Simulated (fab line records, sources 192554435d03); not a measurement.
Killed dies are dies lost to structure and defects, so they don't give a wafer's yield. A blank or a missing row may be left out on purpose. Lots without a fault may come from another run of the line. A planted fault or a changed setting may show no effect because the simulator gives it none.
Chamber matching | flow n5_finfet | N5_HKMG_FIN_ALD_75 on ald_hk-03: 4 sister chambers
The step deposits Al2O3, target thk 1 nm, co reactant pulse time 1 s. 22 wafers are shown with their chamber, then 11 later ones without.

WAFERS WITH THEIR CHAMBER
wafer  | chamber | heater_power_w (W) | precursor_pulse_height_rel | susceptor_temp_C (C)
L079.3 | 3       | 151                | 0.986                      | 149.95
L079.4 | 1       | 125                | 0.967                      | 150.19
L079.5 | 0       | 146                | 0.989                      | 150.25
L080.2 | 0       | 141                | 0.996                      | 150.22
L080.4 | 2       | 157                | 0.989                      | 150.04
L080.6 | 0       | 150                | 1.016                      | 150.06
L081.2 | 0       | 146                | 1.006                      | 149.73
L081.3 | 1       | 128                | 0.955                      | 149.88
L081.4 | 2       | 158                | 1.005                      | 149.84
L082.2 | 0       | 146                | 0.995                      | 150.07
L082.3 | 2       | 158                | 0.995                      | 150.08
L082.6 | 3       | 145                | 1.054                      | 149.91
L083.1 | 2       | 159                | 0.994                      | 149.89
L083.4 | 3       | 144                | 0.999                      | 149.56
L083.5 | 0       | 145                | 0.998                      | 149.79
L084.1 | 1       | 132                | 0.987                      | 150.02
L084.3 | 0       | 147                | 0.977                      | 150.24
L084.6 | 1       | 129                | 0.957                      | 150.00
L086.1 | 0       | 147                | 0.983                      | 149.91
L086.3 | 2       | 160                | 0.976                      | 149.75
L086.4 | 3       | 143                | 0.988                      | 149.87
L088.1 | 0       | 146                | 1.002                      | 150.03

SIGNATURES (means of the wafers above)
reading                    | chamber 0 | chamber 1 | chamber 2 | chamber 3 | scatter within a chamber
heater_power_w             | 146.00    | 128.50    | 158.40    | 145.75    | 2.5
precursor_pulse_height_rel | 0.99578   | 0.96650   | 0.99180   | 1.00675   | 0.0171
susceptor_temp_C           | 150.0333  | 150.0225  | 149.9200  | 149.8225  | 0.169
Rule: a wafer's distance from a chamber is the root of the sum, over the readings, of the square of ((its reading less the chamber's mean) divided by the reading's scatter). The wafer belongs to the nearest chamber; if the next one is less than 2 further off, it can't be placed. The scatter: the root of (the sum of the squares of (reading less its chamber's mean) over the shown wafers, divided by (wafers less chambers)).

WAFERS WITHOUT THEIR CHAMBER
wafer  | heater_power_w (W) | precursor_pulse_height_rel | susceptor_temp_C (C)
L088.4 | 154                | 0.997                      | 149.99
L088.5 | 148                | 1.005                      | 150.14
L091.1 | 128                | 1.005                      | 150.00
L091.3 | 147                | 1.002                      | 149.94
L091.5 | 160                | 0.993                      | 150.02
L093.3 | 156                | 0.985                      | 150.04
L093.5 | 126                | 1.006                      | 150.16
L093.6 | 146                | 0.930                      | 149.94
L095.1 | 145                | 0.992                      | 149.91
L095.2 | 146                | 1.006                      | 149.95
L095.4 | 133                | 0.998                      | 150.01

WHICH CHAMBER EACH WENT THROUGH
wafer  | from the rows above          | in truth
L088.4 | can't be placed: 2 or 0 or 3 | 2
L088.5 | can't be placed: 0 or 3      | 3
L091.1 | 1                            | 1
L091.3 | can't be placed: 0 or 3      | 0
L091.5 | 2                            | 2
L093.3 | 2                            | 2
L093.5 | 1                            | 1
L093.6 | can't be placed: 0 or 3      | 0
L095.1 | can't be placed: 0 or 3      | 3
L095.2 | can't be placed: 3 or 0      | 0
L095.4 | 1                            | 1
Placed correctly: 5 of 11. Can't be placed from these rows: 6 (the true chamber is among the candidates in 6). Placed wrongly: 0.
